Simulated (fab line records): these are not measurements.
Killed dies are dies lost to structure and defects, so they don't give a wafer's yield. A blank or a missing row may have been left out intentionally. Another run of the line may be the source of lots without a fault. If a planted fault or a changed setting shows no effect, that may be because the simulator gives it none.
Which of the tools did it? + flow n5-finfet + Sampling: 11 lots, 33 wafers, 6 of 1938 route steps

== WHAT THE GAUGES SHOWED, per wafer ==
N5_FIN_SAQP_OCD_MEAS_76. Usual: trench-depth-nm reads 119.5 nm (standard deviation 0.98).
| lot  | measured    | on     | trench-depth-nm (nm) | flag |
|------|-------------|--------|----------------------|------|
| L463 | day 2 13:29 | ocd-02 | 120.4 120.4 119.8    |      |
| L464 | day 2 21:40 | ocd-02 | 121.1 120.4 119.5    |      |
| L465 | day 3 04:49 | ocd-01 | 119.3 117.9 118.5    |      |
| L466 | day 3 07:52 | ocd-02 | 119.6 120.1 120.0    |      |
| L474 | day 5 09:13 | ocd-01 | 118.9 119.4 117.5    |      |
| L475 | day 5 14:17 | ocd-01 | 119.7 120.5 119.5    |      |
| L476 | day 5 20:34 | ocd-02 | 117.8 119.1 117.9    |      |
| L477 | day 6 08:06 | ocd-01 | 119.6 119.9 119.5    |      |
| L480 | day 7 10:18 | ocd-02 | 119.2 119.8 118.1    |      |
| L481 | day 7 18:12 | ocd-02 | 120.4 117.4 119.2    |      |
| L484 | day 7 23:14 | ocd-01 | 119.3 120.1 119.6    |      |

N5_FIN_SAQP_INSPECT_40: inspects for defects (brightfield). Usual: raw-defect-count reads 221 (standard deviation 57).
| lot  | measured    | on                | raw-defect-count | flag |
|------|-------------|-------------------|------------------|------|
| L463 | day 2 13:31 | defect-inspect-01 | 265 280 181      |      |
| L464 | day 2 21:41 | defect-inspect-02 | 169 275 167      |      |
| L465 | day 3 04:50 | defect-inspect-01 | 168 218 182      |      |
| L466 | day 3 07:53 | defect-inspect-02 | 242 260 249      |      |
| L474 | day 5 09:15 | defect-inspect-01 | 272 271 179      |      |
| L475 | day 5 14:19 | defect-inspect-01 | 179 263 200      |      |
| L476 | day 5 20:35 | defect-inspect-01 | 1652 1659 1508   | OFF  |
| L477 | day 6 08:08 | defect-inspect-02 | 1475 1467 1402   | OFF  |
| L480 | day 7 10:20 | defect-inspect-01 | 351 156 165      |      |
| L481 | day 7 18:14 | defect-inspect-01 | 1421 1545 1507   | OFF  |
| L484 | day 7 23:16 | defect-inspect-02 | 246 217 174      |      |

N5_FIN_CUT_INSPECT_10: inspects for defects (brightfield). Usual: raw-defect-count reads 41 (standard deviation 11).
| lot  | measured    | on                | raw-defect-count | flag |
|------|-------------|-------------------|------------------|------|
| L463 | day 2 14:01 | defect-inspect-01 | 64 75 49         |      |
| L464 | day 2 22:13 | defect-inspect-02 | 36 44 31         |      |
| L465 | day 3 05:14 | defect-inspect-01 | 29 27 30         |      |
| L466 | day 3 08:25 | defect-inspect-02 | 40 52 43         |      |
| L474 | day 5 09:38 | defect-inspect-01 | 55 40 35         |      |
| L475 | day 5 14:42 | defect-inspect-02 | 36 36 39         |      |
| L476 | day 5 20:59 | defect-inspect-02 | 1336 1326 1315   | OFF  |
| L477 | day 6 08:31 | defect-inspect-01 | 1328 1350 1298   | OFF  |
| L480 | day 7 10:43 | defect-inspect-02 | 59 41 25         |      |
| L481 | day 7 18:38 | defect-inspect-01 | 1247 1347 1320   | OFF  |
| L484 | day 7 23:39 | defect-inspect-01 | 46 43 42         |      |

== WHAT TOOL EACH LOT RAN ON (gives the tool, then ch and the chambers of the sampled wafers, and finally the start) ==
| lot  | N5_FIN_SAQP_MANDREL_ETCH_22     | N5_FIN_SAQP_ETCH_65             | N5_FIN_SAQP_STRIP_77              |
|------|---------------------------------|---------------------------------|-----------------------------------|
| L463 | rie-si-02 ch 0,1, day 2 09:31   | rie-si-01 ch 1,2, day 2 11:23   | rie-diel-05 ch 0,2,3, day 2 13:04 |
| L464 | rie-si-03 ch 1,3, day 2 16:10   | rie-si-02 ch 0,2, day 2 18:35   | rie-diel-04 ch 0,1, day 2 21:15   |
| L465 | rie-si-03 ch 0,1,2, day 3 00:55 | rie-si-02 ch 0,1,3, day 3 02:48 | rie-diel-02 ch 0,1,2, day 3 04:24 |
| L466 | rie-si-03 ch 1,2, day 3 03:47   | rie-si-01 ch 0,2, day 3 05:55   | rie-diel-05 ch 0,2, day 3 07:27   |
| L474 | rie-si-03 ch 0,1,2, day 5 05:24 | rie-si-03 ch 1,3, day 5 07:16   | rie-diel-05 ch 0,2, day 5 08:49   |
| L475 | rie-si-03 ch 0,2,3, day 5 10:08 | rie-si-01 ch 1,2, day 5 12:17   | rie-diel-02 ch 0,1,3, day 5 13:52 |
| L476 | rie-si-03 ch 2,3, day 5 15:48   | rie-si-03 ch 0,2, day 5 18:09   | rie-diel-04 ch 0,1, day 5 20:06   |
| L477 | rie-si-03 ch 1,3, day 6 00:59   | rie-si-03 ch 1,3, day 6 05:38   | rie-diel-05 ch 0,1,2, day 6 07:41 |
| L480 | rie-si-01 ch 0,1, day 7 05:52   | rie-si-03 ch 1,2, day 7 08:10   | rie-diel-02 ch 1,2, day 7 09:53   |
| L481 | rie-si-03 ch 1,2,3, day 7 12:55 | rie-si-03 ch 1,2,3, day 7 15:14 | rie-diel-05 ch 0,1,2, day 7 17:47 |
| L484 | rie-si-01 ch 0,1, day 7 19:04   | rie-si-01 ch 0,2,3, day 7 21:00 | rie-diel-02 ch 1,2,3, day 7 22:48 |
- N5_FIN_SAQP_MANDREL_ETCH_22: etches a-Si in HBr/Cl2, stops on SiNx, target depth 60 nm, bt time 10 s, time 30 s.
- N5_FIN_SAQP_ETCH_65: etches SiO2 in CF4, target depth 4 nm, time 4.4 s.
- N5_FIN_SAQP_STRIP_77: strips in N2/H2, time 90 s.

== AS READ BY THE TOOLS THEMSELVES (means over the sampled wafers that have a number; for cases with no such wafer, the mark the record gives instead) ==
N5_FIN_SAQP_MANDREL_ETCH_22. Usual: drypump-motor-current-A 5.6 A, standard deviation 0.5; oes-product-au 0.774 a.u., standard deviation 0.018; throttle-valve-pct 35.51 %, standard deviation 0.26.
| lot  | tool      | drypump-motor-current-A (A) | oes-product-au (a.u.) | throttle-valve-pct (%) | flag |
|------|-----------|-----------------------------|-----------------------|------------------------|------|
| L463 | rie-si-02 | 5.6                         | 0.792                 | 35.69                  |      |
| L464 | rie-si-03 | 5.1                         | 0.772                 | 35.65                  |      |
| L465 | rie-si-03 | 5.6                         | 0.766                 | 35.35                  |      |
| L466 | rie-si-03 | 5.5                         | 0.761                 | 35.59                  |      |
| L474 | rie-si-03 | 5.6                         | 0.772                 | 35.34                  |      |
| L475 | rie-si-03 | 5.4                         | 0.783                 | 35.28                  |      |
| L476 | rie-si-03 | 5.1                         | 0.788                 | 35.36                  |      |
| L477 | rie-si-03 | 5.1                         | 0.781                 | 35.63                  |      |
| L480 | rie-si-01 | 5.9                         | 0.785                 | 35.47                  |      |
| L481 | rie-si-03 | 5.2                         | 0.785                 | 35.52                  |      |
| L484 | rie-si-01 | 6.3                         | 0.776                 | 35.58                  |      |

N5_FIN_SAQP_ETCH_65. Usual: drypump-motor-current-A 5.7 A, standard deviation 0.53; oes-product-au 1.000 a.u., standard deviation 0.019; throttle-valve-pct 21.88 %, standard deviation 0.22.
| lot  | tool      | drypump-motor-current-A (A) | oes-product-au (a.u.) | throttle-valve-pct (%) | flag |
|------|-----------|-----------------------------|-----------------------|------------------------|------|
| L463 | rie-si-01 | 6.6                         | 1.021                 | 22.08                  |      |
| L464 | rie-si-02 | 5.1                         | 1.015                 | 22.15                  |      |
| L465 | rie-si-02 | 5.6                         | 0.975                 | 21.93                  |      |
| L466 | rie-si-01 | 5.8                         | 0.987                 | 21.89                  |      |
| L474 | rie-si-03 | 5.4                         | 1.006                 | 22.04                  |      |
| L475 | rie-si-01 | 6.6                         | 1.015                 | 22.08                  |      |
| L476 | rie-si-03 | 5.7                         | 0.997                 | 21.66                  |      |
| L477 | rie-si-03 | 5.4                         | 0.995                 | 22.04                  |      |
| L480 | rie-si-03 | 5.3                         | 1.001                 | 21.82                  |      |
| L481 | rie-si-03 | 5.3                         | 1.010                 | 21.90                  |      |
| L484 | rie-si-01 | 5.9                         | 0.991                 | 21.77                  |      |

N5_FIN_SAQP_STRIP_77. Usual: drypump-motor-current-A 5.7 A, standard deviation 0.44; oes-product-au 0.77 a.u., standard deviation 0.066; rf-vpp-V 45.2 V, standard deviation 0.84; showerhead-plenum-p-Torr 3.42 Torr, standard deviation 0.06; throttle-valve-pct 12.21 %, standard deviation 0.2.
| lot  | tool        | drypump-motor-current-A (A) | oes-product-au (a.u.) | rf-vpp-V (V) | showerhead-plenum-p-Torr (Torr) | throttle-valve-pct (%) | flag |
|------|-------------|-----------------------------|-----------------------|--------------|---------------------------------|------------------------|------|
| L463 | rie-diel-05 | 5.8                         | 0.79                  | 45.3         | 3.44                            | 12.07                  |      |
| L464 | rie-diel-04 | 5.8                         | 0.71                  | 45.8         | 3.41                            | 12.18                  |      |
| L465 | rie-diel-02 | 5.6                         | 0.82                  | 44.9         | 3.41                            | 12.18                  |      |
| L466 | rie-diel-05 | 6.0                         | 0.78                  | 45.1         | 3.40                            | 12.09                  |      |
| L474 | rie-diel-05 | 6.0                         | 0.76                  | 45.2         | 3.39                            | 12.12                  |      |
| L475 | rie-diel-02 | 5.9                         | 0.79                  | 45.7         | 3.43                            | 12.23                  |      |
| L476 | rie-diel-04 | 5.8                         | 0.70                  | 45.4         | 3.40                            | 12.24                  |      |
| L477 | rie-diel-05 | 6.1                         | 0.80                  | 44.4         | 3.35                            | 11.99                  |      |
| L480 | rie-diel-02 | 5.2                         | 0.75                  | 45.8         | 3.38                            | 12.42                  |      |
| L481 | rie-diel-05 | 6.0                         | 0.79                  | 45.1         | 3.35                            | 12.01                  |      |
| L484 | rie-diel-02 | 5.5                         | 0.73                  | 45.3         | 3.41                            | 12.43                  |      |

== THE ANSWER, worked out from the rows above alone ==
Rule: a lot counts as off when the mean over its wafers that have a number is more than 3 standard deviations away from the usual mean. Also off: a lot with no number at a reading for which 4 or more lots have one. The other lots that the step has rows for count as sound. After the gauges, taken in route order, come the tools' own readings; for these a lot's mean is taken, as printed above. The first step at which some lot is off is used, and at that step the reading that is off furthest; a lot without a number counts as furthest.
Off at N5_FIN_SAQP_INSPECT_40 (raw-defect-count): L476, L477, L481.
If a tool, at a process step before that reading, ran all the lots that are off and no sound lot after the first of them, it fits. The gauges at N5_FIN_SAQP_INSPECT_40 are tried like those tools. One candidate fits, namely rie-si-03 at N5_FIN_SAQP_MANDREL_ETCH_22. A fault onset in the window from L475 (day 5 10:08, its last sound lot) to L476 (day 5 15:48, its first lot off) fits.

== WHAT WAS PUT IN BY THE SIMULATOR ==
Chamber particle source: rie-si-03, from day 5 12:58 on, at N5_FIN_SAQP_MANDREL_ETCH_22. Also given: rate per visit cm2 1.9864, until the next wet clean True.
Struck lots among those shown: L476, L477, L481. The rule given above showed the same thing.
